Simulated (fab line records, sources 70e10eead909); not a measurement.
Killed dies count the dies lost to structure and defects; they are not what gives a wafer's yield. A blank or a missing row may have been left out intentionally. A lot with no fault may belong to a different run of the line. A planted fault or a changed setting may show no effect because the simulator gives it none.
Chamber matching ; flow nand_harc ; 4 sister chambers for NHARC_A_CHANNEL_FILL_D2_ALD_25 on ald_hk-01
The step deposits SiOx, target thk 60 nm, pulse time 10 s, ald cycles 600. 4 wafers are shown with their chamber, then 9 later ones without.

WAFERS PAIRED WITH THEIR CHAMBERS
wafer;chamber;heater_power_w (W)
L086.1;0;506
L090.1;3;445
L090.5;1;424
L090.6;2;523

WAFERS WHOSE CHAMBER IS MISSING
wafer;heater_power_w (W)
L093.1;419
L093.2;506
L093.4;445
L094.2;416
L094.5;488
L094.6;440
L095.3;499
L095.5;508
L095.6;446

WHICH CHAMBER EACH ONE RAN IN
wafer;from the rows above;in truth
L093.1;1;1
L093.2;0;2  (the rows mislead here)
L093.4;3;3
L094.2;1;1
L094.5;0;0
L094.6;can't be placed: 3 or 1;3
L095.3;0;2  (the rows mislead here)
L095.5;can't be placed: 0 or 2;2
L095.6;3;3
Correctly placed: 5 of 9. Unplaceable from these rows: 2, with the true chamber sitting among the candidates in 2. 2 placed wrongly.
How it was worked out, from the rows above alone: a wafer's distance from a chamber is the root of the sum, over the readings, of the square of ((its reading less the chamber's mean) divided by the reading's scatter). If the next closest chamber is less than 2 further off than the closest, the wafer can't be placed; otherwise it belongs to the closest. Each chamber's mean is taken over the wafers shown for it. The scatter: with one shown wafer a chamber, the root of the mean of the squares of how far each hidden wafer lies from its nearest shown one.
